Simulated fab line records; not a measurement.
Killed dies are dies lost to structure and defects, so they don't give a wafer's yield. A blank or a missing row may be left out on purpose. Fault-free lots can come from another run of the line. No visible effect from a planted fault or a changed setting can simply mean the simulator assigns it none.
Comparing a struck lot with a sound one | flow nandHarc | 13 out of 1302 route steps
Sound: the wafers L915.1, L915.3, L915.4. Wafers L905.2, L905.4, L905.5 were the ones struck. The cause is named last.
At each step with rows: each side's tool, then ch and its chambers, then its first start. Under that, the readings that differ: sound wafers | struck wafers | difference of the means | sigmas: that difference in standard deviations of wafers without a fault.
alike: same words and numbers on both sides, and readings whose means sit less than 2 such deviations apart. not compared: any withheld reading, any reading some wafer has no value for, any bound like >300 that may hide the same value, and any number with overlapping values for which the record gives no deviation.
Wherever a step has rows on one side only, a row that says differs or no value, or a row with sigmas, the two part there. Numbers that don't overlap but have no deviation are shown without sigmas and don't part them. A reading that every wafer of one side lacks parts them only if that side has two wafers or more.

first, 2 steps without rows for these wafers: NHARC_A_STAIRCASE_HARDBAKE_185 (time 140 s); NHARC_A_STAIRCASE_DESCUM_186 (chemistry O2, time 3 s).
NHARC_A_STAIRCASE_TRIM_187: chemistry O2, time 211.2 s.
  sound on rieDiel-11 ch 0,1,3, day 22 23:29; struck on rieDiel-11 ch 0,2,3, day 18 18:53
  alike: chamberPressureMTorr, drypumpMotorCurrentA, oesProductAu, rfVppV, showerheadPlenumPTorr, throttleValvePct
  not compared: rfHoursCounterH
NHARC_A_STAIRCASE_ETCH_188: etches the open film in C4F8/O2, target depth 100 nm, time 40.5 s.
  sound on rieDiel-11 ch 0,1,3; struck on rieDiel-11 ch 0,3
  alike: oesProductAu, rfVppV
  not compared: rfHoursCounterH
then, 2 steps without rows for these wafers: NHARC_A_STAIRCASE_TRIM_189 (chemistry O2, time 211.2 s); NHARC_A_STAIRCASE_ETCH_190 (etches the open film in C4F8/O2, target depth 100 nm, time 40.5 s).
NHARC_A_STAIRCASE_TRIM_191: chemistry O2, time 211.2 s.
  sound on rieDiel-11 ch 0,1,2; struck on rieDiel-11 ch 0,1,3
  alike: chamberPressureMTorr, drypumpMotorCurrentA, oesProductAu, rfVppV, showerheadPlenumPTorr, throttleValvePct
  not compared: rfHoursCounterH
then, 1 step without rows for these wafers: NHARC_A_STAIRCASE_ETCH_192 (etches the open film in C4F8/O2, target depth 100 nm, time 40.5 s).
NHARC_A_STAIRCASE_TRIM_193: chemistry O2, time 211.2 s.
  sound on rieDiel-11 ch 0,1,2; struck on rieDiel-11 ch 0,1
  alike: chamberPressureMTorr, drypumpMotorCurrentA, oesProductAu, rfVppV, showerheadPlenumPTorr, throttleValvePct
  not compared: rfHoursCounterH
NHARC_A_STAIRCASE_ETCH_194: etches the open film in C4F8/O2, target depth 100 nm, time 40.5 s.
  sound on rieDiel-11 ch 0,1,2; struck on rieDiel-11 ch 1,3
  alike: oesProductAu, rfVppV
  not compared: rfHoursCounterH
NHARC_A_STAIRCASE_TRIM_196: chemistry O2, time 211.2 s.
  sound on rieDiel-11 ch 0,1,3, day 23 00:31; struck on rieDiel-11 ch 0,2,3, day 18 20:18
  no value came back on the struck wafers for any of 9 readings (biasW (W), chamberPressureMTorr (mTorr) and others); on the sound wafers biasW (W) reads 0 0 0
then, 1 step without rows for these wafers: NHARC_A_STAIRCASE_ETCH_197 (etches the open film in C4F8/O2, target depth 100 nm, time 40.5 s).
-- break in the record here, with 8 days between the starts of the struck wafers on either side (left off in module A_STAIRCASE, picked up again in module END, where the first step shown is number 1302 on the route) --
NHARC_END_SORT_01:
  here the record holds rows for the struck wafers (prober-01 ch 0, day 27 08:12) but none for the sound ones

## WHERE THEY PART
Last at NHARC_END_SORT_01 as far as this record goes, first at NHARC_A_STAIRCASE_TRIM_196.

WHY: what the simulator had put in
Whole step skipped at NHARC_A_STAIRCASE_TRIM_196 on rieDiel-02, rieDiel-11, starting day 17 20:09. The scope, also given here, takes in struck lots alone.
